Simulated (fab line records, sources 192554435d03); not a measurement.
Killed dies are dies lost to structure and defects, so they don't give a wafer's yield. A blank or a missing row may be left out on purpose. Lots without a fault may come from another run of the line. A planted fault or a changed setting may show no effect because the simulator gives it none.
fab line records | flow n5_finfet
record lots=24 wafers=72 last_day=18
route steps=1938 shown BEOL_M0_SAQP@650 BEOL_M0@730 BEOL_M1@793
lots that met no fault: from a run of the same line without faults
start_h: hours from the record's first day to the start of the lot's first wafer shown | wait_h: hours since the lot's step before | " the same as in the row above | L1.1+2: a row that stands for several wafers | - no value, or no start given | * or withheld: withheld | < > ~ a bound
route shown NAME@n: a module of which the file shows steps, and the number in the route of the first | usual: mean/standard deviation of fault-free wafers | same: alike in all rows | chamber/n: place in a boat | sites: the reading at each site | _std_site: their standard deviation | _edge_site: outer sites' mean less inner sites' | radius_mm: how far each site lies from the wafer's centre | mask NAME#n: copy n | behind: the tool/chamber that last shaped the wafer | hold: why the lot was held/for how many hours/how that ended | device: the transistor (n, p or np) that didn't switch | end of line: the same wafers' tests at the end of the route | a step without rows: its recipe alone | killed: dies lost to structure and defects at the first sort, not the wafer's yield | map: a wafer's dies, x killed, . not, _ none there
set.NAME: the setting as run; set.NAME@STEP: as run at that earlier step | model.NAME: the simulator's own value behind a step, which no gauge read
steps of the route over a sample of lots; a table a step, a row a wafer
services: from which hour (start_h, from the record's first day; less than 0 if before it) a tool's chamber was out of use, for how many hours, and why
## steps
# step N5_BEOL_M0_SAQP_OVL_MEAS_15
# recipe points_per_wafer=44
# usual M0_CORE_OVL=-0.5/0.85
# same points_per_wafer=44
# columns lot.wafer tool chamber start_h wait_h M0_CORE_OVL[nm]
L074.3 overlay-02 0 110.71 0.0 0.4
L074.4 " 0 " " -1.0
L074.5 " 0 " " -0.3
L075.1 overlay-01 0 115.04 0.0 0.5
L075.3 " 0 " " -0.5
L075.6 " 0 " " -0.1
L076.1 overlay-01 0 124.38 0.0 -0.3
L076.3 " 0 " " -0.1
L076.4 " 0 " " 0.2
L077.1 overlay-01 0 128.57 0.0 -1.1
L077.3 " 0 " " -1.0
L077.6 " 0 " " -0.7
L079.1 overlay-02 0 141.21 0.0 -0.7
L079.4 " 0 " " -2.7
L079.6 " 0 " " -2.1
L078.1 overlay-01 0 142.10 0.0 0.5
L078.4 " 0 " " -0.4
L078.5 " 0 " " 0.3
L080.1 overlay-01 0 145.41 0.0 -0.9
L080.3 " 0 " " -1.8
L080.5 " 0 " " 0.3
L081.1 overlay-01 0 148.99 0.0 -1.5
L081.2 " 0 " " -2.3
L081.5 " 0 " " -1.7
L082.1 overlay-01 0 165.05 0.0 -0.7
L082.5 " 0 " " -0.4
L082.6 " 0 " " 0.4
L083.4 overlay-01 0 169.87 0.0 -1.1
L083.5 " 0 " " -0.1
L083.6 " 0 " " -1.0
L084.2 overlay-01 0 173.81 0.0 -1.0
L084.4 " 0 " " -1.1
L084.5 " 0 " " 0.1
L085.2 overlay-02 0 185.05 0.0 -0.6
L085.4 " 0 " " -0.8
L085.6 " 0 " " -0.2
L086.1 overlay-02 0 188.78 0.0 -2.2
L086.2 " 0 " " 0.0
L086.3 " 0 " " -0.1
L087.1 overlay-01 0 191.76 0.0 0.5
L087.2 " 0 " " 0.6
L087.6 " 0 " " 0.8
L088.1 overlay-02 0 194.80 0.0 -1.1
L088.4 " 0 " " -1.0
L088.6 " 0 " " -0.6
L089.2 overlay-02 0 198.56 0.0 1.2
L089.3 " 0 " " -0.7
L089.5 " 0 " " -1.4
L090.3 overlay-01 0 202.18 0.0 -1.5
L090.4 " 0 " " -1.2
L090.5 " 0 " " 0.0
L091.2 overlay-02 0 211.25 0.0 -1.5
L091.4 " 0 " " -1.1
L091.6 " 0 " " -0.9
L092.2 overlay-02 0 214.13 0.0 0.5
L092.3 " 0 " " 0.5
L092.5 " 0 " " 0.0
L093.1 overlay-01 0 224.60 0.0 0.1
L093.4 " 0 " " 0.6
L093.6 " 0 " " -0.2
L094.1 overlay-01 0 227.76 0.0 -1.1
L094.3 " 0 " " 0.2
L094.4 " 0 " " -0.8
L095.2 overlay-02 0 238.58 0.0 -0.8
L095.3 " 0 " " -0.2
L095.4 " 0 " " -0.4
L096.3 overlay-01 0 241.33 0.0 -0.3
L096.4 " 0 " " -1.1
L096.5 " 0 " " -0.6
L097.2 overlay-02 0 252.32 0.0 0.3
L097.3 " 0 " " -0.5
L097.4 " 0 " " 1.1
# step N5_BEOL_M0_SAQP_SPACER1_ALD_98
# recipe material=SiO2 target_thk_a=128 temp_c=300 ald_precursor_family=BDEAS ald_co_reactant=O2-plasma pulse_time_s=1 purge_time_s=2 co_reactant_purge_time_s=2 ald_cycles=138 pressure_torr=2
# usual chamber_pressure_Torr=2.000/0.0038 heater_power_w=467/43 precursor_pulse_height_rel=1.000/0.022 susceptor_temp_C=300.01/0.21
# columns lot.wafer tool chamber start_h wait_h chamber_pressure_Torr heater_power_w precursor_pulse_height_rel susceptor_temp_C
L074.3 ald_sin-02 2 111.66 0.1 2.000 420 1.004 299.70
L074.4 " 0 " " 1.995 474 1.009 300.12
L074.5 " 0 " " 2.002 472 0.979 299.77
L075.1 ald_sin-02 1 116.54 0.8 2.002 407 0.972 300.17
L075.3 " 0 " " 2.006 470 0.988 299.77
L075.6 " 0 " " 2.009 486 0.992 299.97
L076.1 ald_sin-03 2 125.34 0.3 1.990 462 1.014 300.08
L076.3 " 1 " " 1.998 475 1.009 300.25
L076.4 " 0 " " 2.001 446 0.995 300.17
L077.1 ald_sin-03 2 129.66 0.3 2.005 461 1.014 299.94
L077.3 " 1 " " 2.001 468 1.035 299.88
L077.6 " 3 " " 2.003 542 0.945 300.14
L079.1 ald_sin-02 1 142.39 0.5 1.994 405 0.979 299.94
L079.4 " 0 " " 1.998 473 1.017 299.63
L079.6 " 2 " " 1.999 446 0.987 299.93
L078.1 ald_sin-03 2 143.04 0.3 1.997 482 0.973 300.08
L078.4 " 3 " " 1.995 555 1.012 299.96
L078.5 " 3 " " 2.004 550 1.023 299.87
L080.1 ald_sin-01 0 147.18 0.5 1.997 475 0.990 300.12
L080.3 " 2 " " 1.999 476 1.062 299.70
L080.5 " 0 " " 2.000 466 0.997 300.01
L081.1 ald_sin-03 1 149.95 0.3 1.995 473 1.011 299.80
L081.2 " 2 " " 2.003 464 1.013 299.75
L081.5 " 0 " " 1.999 459 1.006 299.78
L082.1 ald_sin-01 3 166.12 0.3 2.002 512 0.944 299.81
L082.5 " 2 " " 2.001 464 1.003 299.96
L082.6 " 1 " " 2.001 402 0.994 300.08
L083.4 ald_sin-02 2 170.82 0.1 1.999 436 0.957 300.03
L083.5 " 0 " " 1.996 462 1.019 300.49
L083.6 " 1 " " 2.008 402 1.031 299.99
L084.2 ald_sin-01 2 175.30 0.3 1.999 469 1.006 299.83
L084.4 " 0 " " 2.001 467 0.967 299.73
L084.5 " 1 " " 1.995 399 0.977 300.12
L085.2 ald_sin-03 3 186.04 0.3 2.001 566 0.997 300.16
L085.4 " 2 " " 2.005 473 0.979 300.06
L085.6 " 3 " " 2.001 556 1.007 300.27
L086.1 ald_sin-01 3 189.78 0.3 2.005 504 1.002 299.89
L086.2 " 0 " " 2.000 483 0.981 300.35
L086.3 " 2 " " 1.998 469 0.954 299.71
L087.1 ald_sin-01 2 192.90 0.3 2.000 476 1.032 300.12
L087.2 " 3 " " 1.999 531 1.020 300.08
L087.6 " 1 " " 2.004 405 0.968 299.74
L088.1 ald_sin-02 1 195.99 0.4 2.001 418 0.991 299.66
L088.4 " 3 " " 2.004 499 0.982 300.14
L088.6 " 0 " " 2.004 477 1.005 300.21
L089.2 ald_sin-02 1 201.57 2.2 1.999 404 0.968 299.97
L089.3 " 2 " " 1.998 445 0.981 299.83
L089.5 " 2 " " 2.002 453 1.004 299.93
L090.3 ald_sin-02 3 203.39 0.2 1.996 504 0.965 299.87
L090.4 " 1 " " 1.994 415 1.030 300.29
L090.5 " 2 " " 2.000 436 1.033 300.02
L091.2 ald_sin-01 3 212.25 0.3 2.001 507 0.984 300.34
L091.4 " 0 " " 1.996 484 0.993 300.00
L091.6 " 1 " " 1.999 406 0.950 300.27
L092.2 ald_sin-01 1 215.45 0.3 1.999 405 0.991 299.87
L092.3 " 3 " " 2.003 523 1.025 300.11
L092.5 " 2 " " 2.000 470 0.986 300.30
L093.1 ald_sin-03 1 227.90 0.6 2.000 475 1.028 300.09
L093.4 " 3 " " 2.000 566 0.949 300.09
L093.6 " 2 " " 2.009 476 1.011 300.16
L094.1 ald_sin-02 3 229.87 0.4 1.999 503 0.988 299.74
L094.3 " 2 " " 2.000 444 0.981 299.75
L094.4 " 0 " " 1.992 478 1.011 299.82
L095.2 ald_sin-01 1 241.48 2.2 1.999 389 1.034 299.80
L095.3 " 0 " " 1.997 476 0.981 299.97
L095.4 " 3 " " 1.998 520 0.987 299.97
L096.3 ald_sin-01 0 242.40 0.1 2.002 473 1.017 299.87
L096.4 " 3 " " 2.004 519 0.993 300.13
L096.5 " 0 " " 2.001 469 1.027 299.88
L097.2 ald_sin-03 0 253.27 0.3 2.005 456 1.004 299.95
L097.3 " 2 " " 1.999 462 1.010 300.19
L097.4 " 3 " " 1.999 556 1.018 300.16
# step N5_BEOL_M0_SAQP_ETCH_106
# recipe chemistry=N2/H2 target=SOC target_depth_a=1500 stop_on=SiNx ion_energy_ev=100 bias_w=61 pressure_mtorr=30 source_w=850 n2_flow_sccm=200 h2_flow_sccm=200
# usual drypump_motor_current_A=5.9/0.58 oes_product_au=0.78/0.1 rf_vpp_V=240.9/1.5 showerhead_plenum_p_Torr=2.56/0.11 throttle_valve_pct=17.76/0.24
# columns lot.wafer tool chamber start_h wait_h drypump_motor_current_A oes_product_au rf_hours_counter_h rf_vpp_V showerhead_plenum_p_Torr throttle_valve_pct
L074.3 rie_diel-04 3 113.04 - 6.7 0.70 186 239.9 2.42 17.57
L074.4 " 2 " " 6.1 0.71 211 240.6 2.52 17.97
L074.5 " 1 " " 5.4 0.68 - 242.7 2.60 17.96
L075.1 rie_diel-04 1 117.92 - 5.4 0.68 239 240.5 2.60 17.97
L075.3 " 3 " " 6.8 0.69 187 238.9 2.42 17.54
L075.6 " 0 " " 5.4 0.78 - 241.6 2.66 17.99
L076.1 rie_diel-01 3 126.81 - 6.2 0.79 88 240.4 2.46 17.58
L076.3 " 0 " " 5.9 0.99 2 243.1 2.71 17.44
L076.4 " 2 " " 6.6 0.68 231 239.3 2.51 18.20
L077.1 rie_diel-01 1 131.32 - 4.7 0.68 246 240.7 2.61 18.15
L077.3 " 0 " " 5.8 0.97 4 241.0 2.71 17.45
L077.6 " 1 " " 4.7 0.67 - 240.6 2.61 18.17
L079.1 rie_diel-01 2 144.10 - 6.6 0.68 237 241.0 2.50 18.19
L079.4 " 0 " " 5.9 0.96 8 243.4 2.71 17.45
L079.6 " 1 " " 4.7 0.67 - 240.4 2.61 18.16
L078.1 rie_diel-01 0 144.70 - 5.9 0.95 8 243.4 2.71 17.44
L078.4 " 3 " " 6.2 0.79 - 240.3 2.46 17.61
L078.5 " 0 " " 5.9 0.97 - 242.6 2.71 17.46
L080.1 rie_diel-04 1 148.56 - 5.4 0.67 253 241.2 2.59 18.00
L080.3 " 0 " " 5.4 0.77 149 241.6 2.65 18.02
L080.5 " 1 " " 5.4 0.68 - 241.1 2.59 17.99
L081.1 rie_diel-04 0 151.33 - 5.4 0.77 150 242.0 2.65 18.01
L081.2 " 2 " " 6.1 0.71 214 239.6 2.51 17.98
L081.5 " 0 " " 5.4 0.77 - 241.7 2.65 18.01
L082.1 rie_diel-03 1 168.09 - 6.1 0.74 141 241.9 2.66 17.85
L082.5 " 0 " " 5.1 0.73 - 238.7 2.43 17.63
L082.6 " 3 " " 6.5 0.92 - 244.3 2.71 17.41
L083.4 rie_diel-04 3 172.19 - 6.8 0.68 212 238.8 2.41 17.59
L083.5 " 2 " " 6.1 0.69 - 238.6 2.51 17.99
L083.6 " 3 " " 6.8 0.68 - 240.0 2.41 17.58
L084.2 rie_diel-01 3 176.74 - 6.2 0.77 106 240.3 2.46 17.62
L084.4 " 2 " " 6.6 0.67 249 240.1 2.50 18.22
L084.5 " 0 " " 5.9 0.93 - 242.9 2.70 17.46
L085.2 rie_diel-01 3 187.45 - 6.2 0.77 110 239.3 2.46 17.62
L085.4 " 0 " " 5.9 0.92 - 242.2 2.70 17.49
L085.6 " 3 " " 6.2 0.77 - 240.2 2.46 17.63
L086.1 rie_diel-01 0 191.31 - 5.9 0.91 26 242.7 2.70 17.50
L086.2 " 3 " " 6.2 0.77 111 241.5 2.45 17.64
L086.3 " 1 " " 4.7 0.93 9 240.4 2.61 17.75
L087.1 rie_diel-01 0 194.27 - 5.9 0.91 27 242.5 2.70 17.48
L087.2 " 3 " " 6.2 0.77 113 239.9 2.45 17.65
L087.6 " 3 " " 6.2 0.77 - 239.8 2.45 17.63
L088.1 rie_diel-01 3 197.63 - 6.2 0.76 114 239.5 2.45 17.66
L088.4 " 0 " " 5.9 0.91 - 243.3 2.70 17.49
L088.6 " 3 " " 6.2 0.77 - 240.6 2.45 17.64
L089.2 rie_diel-03 3 203.13 - 6.5 0.88 18 242.6 2.70 17.44
L089.3 " 1 " " 6.1 0.73 149 241.4 2.65 17.86
L089.5 " 3 " " 6.5 0.89 - 243.3 2.70 17.43
L090.3 rie_diel-01 2 204.81 - 6.6 0.95 2 239.5 2.50 17.80
L090.4 " 2 " " 6.6 0.96 - 239.7 2.50 17.78
L090.5 " 0 " " 5.9 0.90 - 242.5 2.70 17.49
L091.2 rie_diel-03 0 213.84 - 5.2 0.72 176 239.0 2.43 17.66
L091.4 " 3 " " 6.5 0.89 21 242.1 2.70 17.44
L091.6 " 0 " " 5.2 0.72 - 238.3 2.43 17.64
L092.2 rie_diel-01 0 216.83 - 5.8 0.89 38 241.7 2.70 17.51
L092.3 " 2 " " 6.6 0.94 6 240.1 2.50 17.80
L092.5 " 2 " " 6.6 0.93 - 240.4 2.50 17.79
L093.1 rie_diel-03 3 229.41 - 6.5 0.87 28 242.7 2.70 17.45
L093.4 " 2 " " 5.5 0.71 204 240.2 2.52 18.09
L093.6 " 0 " " 5.1 0.71 - 239.8 2.42 17.67
L094.1 rie_diel-04 3 231.29 - 6.8 0.66 229 239.2 2.40 17.62
L094.3 " 1 " " 5.5 0.90 25 242.2 2.58 17.63
L094.4 " 0 " " 5.4 0.75 174 243.4 2.64 18.05
L095.2 rie_diel-04 0 242.93 - 5.4 0.74 178 242.3 2.64 18.07
L095.3 " 2 " " 6.1 0.69 248 240.6 2.50 18.04
L095.4 " 3 " " 6.8 0.66 - 239.2 2.40 17.62
L096.3 rie_diel-03 3 243.97 - 6.4 0.86 33 243.2 2.70 17.46
L096.4 " 1 " " 6.1 0.72 163 242.5 2.65 17.89
L096.5 " 0 " " 5.1 0.71 - 238.7 2.42 17.67
L097.2 rie_diel-03 1 254.66 - 6.1 0.71 166 243.2 2.65 17.88
L097.3 " 0 " " 5.1 0.71 190 240.1 2.42 17.69
L097.4 " 2 " " 5.5 0.70 211 240.9 2.51 18.09
# step N5_BEOL_M0_SAQP_MANDREL2_REMOVE_110
# recipe chemistry=HBr/Cl2/O2 bt_time_s=10 target=a-Si stop_on=SiCN endpoint=OES-SiCl over_etch_frac=1 icp_w=600 bias_w=30 HBr_flow_sccm=150 Cl2_flow_sccm=80 O2_flow_sccm=5 pressure_mtorr=10
# usual drypump_motor_current_A=5.8/0.45 oes_product_au=0.997/0.016 throttle_valve_pct=36.81/0.15
# columns lot.wafer tool chamber start_h wait_h drypump_motor_current_A oes_product_au rf_hours_counter_h throttle_valve_pct
L074.3 rie_si-05 3 114.11 0.1 5.2 0.996 71 36.89
L074.4 " 0 " " 6.2 1.006 126 36.84
L074.5 " 0 " " 6.2 1.014 - 36.84
L075.1 rie_si-05 0 118.86 0.1 6.2 1.021 126 36.84
L075.3 " 2 " " 6.0 1.009 64 36.90
L075.6 " 1 " " 5.6 0.974 - 36.60
L076.1 rie_si-02 0 127.75 0.1 4.9 1.014 23 36.47
L076.3 " 1 " " 5.7 1.006 69 36.89
L076.4 " 2 " " 6.7 1.020 1 37.11
L077.1 rie_si-02 3 132.46 0.1 6.6 0.956 27 36.86
L077.3 " 2 " " 6.7 1.014 1 37.12
L077.6 " 2 " " 6.7 1.021 - 37.12
L079.1 rie_si-02 1 145.13 0.1 5.7 0.996 69 36.90
L079.4 " 3 " " 6.6 0.955 27 36.87
L079.6 " 2 " " 6.7 1.014 - 37.11
L078.1 rie_si-02 0 145.65 0.1 5.0 1.007 23 36.46
L078.4 " 2 " " 6.7 1.014 1 37.12
L078.5 " 1 " " 5.7 0.999 - 36.89
L080.1 rie_si-02 2 149.50 0.1 6.7 1.007 1 37.12
L080.3 " 3 " " 6.5 0.974 27 36.86
L080.5 " 2 " " 6.7 1.008 - 37.10
L081.1 rie_si-06 0 152.27 0.1 5.7 0.985 34 36.86
L081.2 " 3 " " 5.7 0.990 128 36.70
L081.5 " 0 " " 5.7 0.987 - 36.86
L082.1 rie_si-06 1 169.18 0.1 5.6 1.000 136 36.81
L082.5 " 1 " " 5.6 0.981 - 36.81
L082.6 " 0 " " 5.7 0.998 - 36.87
L083.4 rie_si-02 1 173.19 0.1 5.7 1.006 70 36.90
L083.5 " 2 " " 6.7 1.026 - 37.13
L083.6 " 3 " " 6.6 0.963 - 36.88
L084.2 rie_si-06 3 177.68 0.1 5.7 1.002 128 36.70
L084.4 " 0 " " 5.7 0.999 34 36.84
L084.5 " 0 " " 5.7 1.001 - 36.86
L085.2 rie_si-05 1 189.20 0.1 5.6 0.985 109 36.62
L085.4 " 3 " " 5.2 0.998 72 36.88
L085.6 " 2 " " 6.0 1.003 - 36.91
L086.1 rie_si-05 3 192.40 0.1 5.2 0.999 72 36.87
L086.2 " 0 " " 6.2 1.012 128 36.85
L086.3 " 1 " " 5.6 0.986 109 36.62
L087.1 rie_si-06 2 195.39 0.1 5.8 0.995 89 36.72
L087.2 " 0 " " 5.6 0.987 34 36.85
L087.6 " 3 " " 5.6 1.008 - 36.71
L088.1 rie_si-05 1 198.58 0.1 5.6 0.986 110 36.64
L088.4 " 1 " " 5.6 0.993 - 36.61
L088.6 " 1 " " 5.6 0.985 - 36.63
L089.2 rie_si-05 0 204.34 0.1 6.2 1.016 128 36.84
L089.3 " 1 " " 5.6 0.985 - 36.62
L089.5 " 0 " " 6.2 1.004 - 36.83
L090.3 rie_si-06 1 206.47 0.1 5.6 0.997 137 36.83
L090.4 " 0 " " 5.7 0.988 35 36.86
L090.5 " 1 " " 5.6 0.995 - 36.83
L091.2 rie_si-05 0 214.78 0.1 6.2 1.003 128 36.86
L091.4 " 1 " " 5.6 0.971 - 36.61
L091.6 " 0 " " 6.2 1.009 - 36.86
L092.2 rie_si-06 1 218.15 0.1 5.6 0.988 137 36.79
L092.3 " 0 " " 5.6 0.995 35 36.86
L092.5 " 1 " " 5.6 0.988 - 36.81
L093.1 rie_si-06 0 231.28 0.1 5.7 0.994 35 36.86
L093.4 " 3 " " 5.7 0.994 129 36.69
L093.6 " 1 " " 5.6 0.985 - 36.80
L094.1 rie_si-05 0 232.39 0.1 6.2 1.007 129 36.86
L094.3 " 2 " " 6.0 1.003 66 36.91
L094.4 " 1 " " 5.6 0.979 - 36.61
L095.2 rie_si-06 1 243.94 0.1 5.6 1.005 138 36.81
L095.3 " 3 " " 5.6 0.999 129 36.72
L095.4 " 3 " " 5.7 0.999 - 36.71
L096.3 rie_si-02 3 244.97 0.1 6.6 0.973 29 36.86
L096.4 " 0 " " 5.0 1.029 25 36.47
L096.5 " 0 " " 5.0 1.019 - 36.47
L097.2 rie_si-05 1 255.64 0.1 5.6 0.988 111 36.62
L097.3 " 0 " " 6.2 1.018 129 36.83
L097.4 " 2 " " 6.0 1.003 67 36.88
# step N5_BEOL_M0_PRE_CLEAN_113
# recipe gas=H2/He time_s=30 temp_c=250
# usual heater_power_w=319/31 susceptor_temp_C=250.01/0.16
# columns lot.wafer tool chamber start_h wait_h heater_power_w susceptor_temp_C
L074.3 pvd_sputter-01 - 119.60 0.0 332 250.25
L074.4 " - " " 274 250.00
L074.5 " - " " 327 250.09
L075.1 pvd_sputter-01 - 123.40 0.0 331 250.09
L075.3 " - " " 325 249.91
L075.6 " - " " 276 250.05
L076.1 pvd_sputter-01 - 132.08 0.0 353 249.84
L076.3 " - " " 325 249.79
L076.4 " - " " 272 250.09
L077.1 pvd_sputter-01 - 136.69 0.0 331 250.36
L077.3 " - " " 268 249.94
L077.6 " - " " 328 249.88
L079.1 pvd_sputter-01 - 148.49 0.0 347 250.18
L079.4 " - " " 329 250.12
L079.6 " - " " 267 250.21
L078.1 pvd_sputter-02 - 152.58 0.0 290 250.11
L078.4 " - " " 376 250.23
L078.5 " - " " 378 250.06
L080.1 pvd_sputter-01 - 155.26 0.0 315 250.00
L080.3 " - " " 327 250.00
L080.5 " - " " 305 250.06
L081.1 pvd_sputter-02 - 158.46 0.0 388 250.10
L081.2 " - " " 285 250.25
L081.5 " - " " 339 249.91
L082.1 pvd_sputter-02 - 173.97 0.0 381 250.22
L082.5 " - " " 376 250.05
L082.6 " - " " 333 250.29
L083.4 pvd_sputter-02 - 181.96 0.0 317 250.16
L083.5 " - " " 332 250.07
L083.6 " - " " 290 250.29
L084.2 pvd_sputter-01 - 184.31 0.0 356 250.14
L084.4 " - " " 321 250.23
L084.5 " - " " 319 249.78
L085.2 pvd_sputter-02 - 194.89 0.0 322 250.18
L085.4 " - " " 336 250.11
L085.6 " - " " 318 249.91
L086.1 pvd_sputter-01 - 198.78 0.0 318 250.02
L086.2 " - " " 323 250.02
L086.3 " - " " 345 249.98
L088.1 pvd_sputter-02 - 203.60 0.0 373 250.09
L088.4 " - " " 331 250.29
L088.6 " - " " 280 249.81
L087.1 pvd_sputter-01 - 203.85 0.0 280 249.87
L087.2 " - " " 351 249.95
L087.6 " - " " 311 249.96
L090.3 pvd_sputter-03 - 211.32 0.0 314 249.78
L090.4 " - " " 292 250.12
L090.5 " - " " 333 250.11
L089.2 pvd_sputter-03 - 211.44 0.0 338 249.76
L089.3 " - " " 309 250.16
L089.5 " - " " 337 249.84
L091.2 pvd_sputter-02 - 220.97 0.0 374 249.85
L091.4 " - " " 336 250.25
L091.6 " - " " 336 250.30
L092.2 pvd_sputter-01 - 223.80 0.0 342 249.76
L092.3 " - " " 309 250.16
L092.5 " - " " 273 250.10
L093.1 pvd_sputter-01 - 238.77 0.0 322 250.01
L093.4 " - " " 342 250.19
L093.6 " - " " 312 250.24
L094.1 pvd_sputter-01 - 239.03 0.0 347 250.10
L094.3 " - " " 332 250.03
L094.4 " - " " 322 250.26
L095.2 pvd_sputter-01 - 252.99 0.0 319 250.04
L095.3 " - " " 314 249.86
L095.4 " - " " 271 250.20
L096.3 pvd_sputter-02 - 258.78 0.0 320 249.94
L096.4 " - " " 375 249.94
L096.5 " - " " 374 249.90
L097.2 pvd_sputter-03 - 261.67 0.0 289 249.74
L097.3 " - " " 342 250.08
L097.4 " - " " 291 250.15
# step N5_BEOL_M1_ETCHBACK_99
# recipe chemistry=CHF3 target=SiO2 target_depth_a=50 time_s=10.4 source_w=215 bias_w=47 Ar_flow_sccm=200 CHF3_flow_sccm=12 ion_energy_ev=100 pressure_mtorr=30
# usual drypump_motor_current_A=5.8/0.62 oes_product_au=0.82/0.11 rf_vpp_V=241.0/3 showerhead_plenum_p_Torr=2.17/0.086 throttle_valve_pct=17.01/0.21
# columns lot.wafer tool chamber start_h wait_h drypump_motor_current_A oes_product_au rf_hours_counter_h rf_vpp_V showerhead_plenum_p_Torr throttle_valve_pct
L074.3 rie_diel-01 0 127.73 2.8 5.9 1.00 2 238.6 2.29 16.72
L074.4 " 3 " " 6.2 0.80 88 244.0 2.08 16.85
L074.5 " 0 " " 5.8 1.01 - 237.9 2.29 16.72
L075.1 rie_diel-04 1 131.22 1.5 5.4 0.68 244 242.4 2.22 17.40
L075.3 " 0 " " 5.4 0.79 140 237.9 2.25 17.22
L075.6 " 1 " " 5.4 0.68 - 241.6 2.22 17.40
L076.1 rie_diel-03 0 143.55 4.3 5.2 0.74 153 235.3 2.07 16.92
L076.3 " 2 " " 5.5 0.75 172 241.0 2.15 17.20
L076.4 " 0 " " 5.2 0.75 - 238.0 2.07 16.91
L077.1 rie_diel-01 3 146.51 3.6 6.2 0.80 96 245.1 2.08 16.85
L077.3 " 2 " " 6.6 0.68 239 240.4 2.12 17.43
L077.6 " 0 " " 5.9 0.97 - 237.8 2.29 16.73
L079.1 rie_diel-03 3 154.40 0.4 6.4 0.97 2 245.2 2.30 16.70
L079.4 " 2 " " 5.5 0.74 177 241.3 2.15 17.19
L079.6 " 3 " " 6.4 0.97 - 244.1 2.30 16.68
L078.1 rie_diel-01 2 158.77 1.3 6.6 0.68 244 240.2 2.12 17.45
L078.4 " 3 " " 6.2 0.78 - 245.3 2.08 16.85
L078.5 " 2 " " 6.6 0.68 - 241.0 2.12 17.43
L080.1 rie_diel-01 1 163.70 2.2 4.7 0.99 1 241.3 2.21 17.00
L080.3 " 3 " " 6.2 0.79 102 245.0 2.08 16.88
L080.5 " 1 " " 4.7 0.99 - 244.0 2.21 16.99
L081.1 rie_diel-01 3 168.77 4.9 6.2 0.79 104 243.6 2.08 16.86
L081.2 " 1 " " 4.7 0.98 2 241.2 2.21 16.99
L081.5 " 1 " " 4.7 0.98 - 242.4 2.21 16.98
L082.1 rie_diel-01 3 183.02 3.2 6.2 0.78 108 244.0 2.08 16.87
L082.5 " 1 " " 4.7 0.96 - 241.5 2.21 17.02
L082.6 " 3 " " 6.2 0.78 - 243.9 2.08 16.87
L083.4 rie_diel-01 0 190.38 0.7 5.9 0.92 - 238.3 2.28 16.76
L083.5 " 1 " " 4.7 0.95 - 242.1 2.21 17.02
L083.6 " 3 " " 6.2 0.77 - 243.7 2.08 16.88
L084.2 rie_diel-03 2 194.40 4.7 5.5 0.73 190 239.7 2.14 17.23
L084.4 " 0 " " 5.1 0.73 171 237.4 2.06 16.94
L084.5 " 1 " " 6.1 0.74 - 244.3 2.24 17.15
L085.2 rie_diel-01 3 203.98 2.6 6.2 0.77 119 245.3 2.07 16.90
L085.4 " 2 " " 6.6 0.97 1 240.5 2.12 17.00
L085.6 " 0 " " 5.8 0.91 - 237.5 2.28 16.78
L086.1 rie_diel-03 3 204.45 0.4 6.5 0.91 19 245.9 2.29 16.72
L086.2 " 2 " " 5.5 0.73 193 240.6 2.14 17.23
L086.3 " 1 " " 6.1 0.73 149 244.2 2.24 17.15
L087.1 rie_diel-01 3 212.37 0.8 6.2 0.77 122 243.0 2.07 16.91
L087.2 " 2 " " 6.6 0.96 4 241.0 2.11 17.00
L087.6 " 2 " " 6.6 0.96 - 239.8 2.11 17.01
L088.1 rie_diel-03 1 212.47 1.1 6.1 0.73 150 245.8 2.24 17.14
L088.4 " 2 " " 5.4 0.73 195 241.2 2.14 17.22
L088.6 " 3 " " 6.4 0.91 - 244.8 2.29 16.72
L090.3 rie_diel-04 2 222.90 1.0 6.1 0.69 240 240.6 2.12 17.26
L090.4 " 1 " " 5.4 0.92 21 241.0 2.21 17.00
L090.5 " 0 " " 5.4 0.76 - 237.5 2.24 17.27
L089.2 rie_diel-04 3 225.61 3.6 6.8 0.67 226 236.6 2.04 16.95
L089.3 " 0 " " 5.3 0.76 172 237.9 2.24 17.28
L089.5 " 2 " " 6.1 0.70 - 241.6 2.12 17.26
L091.2 rie_diel-04 2 230.10 1.9 6.1 0.70 244 240.6 2.12 17.27
L091.4 " 0 " " 5.4 0.75 174 237.5 2.24 17.28
L091.6 " 1 " " 5.4 0.92 - 241.9 2.21 17.02
L092.2 rie_diel-01 3 233.29 3.5 6.2 0.77 125 244.9 2.07 16.90
L092.3 " 1 " " 4.7 0.93 14 242.9 2.21 17.01
L092.5 " 2 " " 6.6 0.95 - 240.7 2.11 17.01
L093.1 rie_diel-01 0 246.97 2.3 5.9 0.89 43 237.9 2.27 16.79
L093.4 " 3 " " 6.2 0.76 129 245.0 2.07 16.92
L093.6 " 1 " " 4.7 0.93 - 242.2 2.21 17.01
L094.1 rie_diel-03 3 246.97 1.5 6.4 0.87 33 244.7 2.29 16.76
L094.3 " 1 " " 6.1 0.72 164 245.8 2.23 17.17
L094.4 " 0 " " 5.1 0.71 188 237.1 2.05 16.99
L095.2 rie_diel-01 0 264.20 6.4 5.8 0.89 49 237.3 2.27 16.81
L095.3 " 1 " " 4.7 0.91 23 242.3 2.20 17.04
L095.4 " 3 " " 6.2 0.75 134 244.7 2.07 16.92
L096.3 rie_diel-03 2 264.24 0.7 5.5 0.70 213 240.2 2.13 17.26
L096.4 " 0 " " 5.1 0.71 194 237.9 2.05 16.98
L096.5 " 0 " " 5.1 0.72 - 238.2 2.05 16.99
L097.2 rie_diel-03 2 268.80 2.1 5.4 0.71 214 240.8 2.13 17.27
L097.3 " 1 " " 6.1 0.72 170 246.6 2.23 17.18
L097.4 " 0 " " 5.1 0.71 195 238.4 2.05 17.00
## services
# columns tool chamber start_h hours kind
ald_sin-01 - 87.69 0.6 repair
ald_sin-02 0 88.15 6.4 repair
ald_sin-02 - 93.85 6.0 pm
pvd_sputter-02 - 104.76 2.3 repair
rie_diel-03 - 123.29 14.6 pm
rie_diel-04 2 124.85 24.6 repair
ald_sin-03 2 160.90 16.3 repair
rie_diel-04 0 161.53 6.6 repair
rie_diel-03 1 175.27 12.3 repair
rie_si-05 2 191.44 16.2 repair
rie_diel-04 3 193.45 8.9 repair
rie_si-05 3 197.33 45.2 repair
ald_sin-01 2 205.76 7.3 repair
rie_diel-04 - 211.67 2.8 pm
rie_diel-01 - 217.33 9.7 repair
rie_diel-04 - 217.33 2.1 repair
rie_diel-01 - 229.97 2.8 pm
ald_sin-02 2 230.72 4.4 repair
rie_diel-04 1 239.23 6.4 repair
rie_si-06 2 242.65 14.3 repair
ald_sin-02 1 244.09 8.5 repair
rie_si-06 0 248.90 7.0 repair
ald_sin-02 - 255.40 2.2 repair
ald_sin-01 2 261.06 114.9 repair
## key
fault none
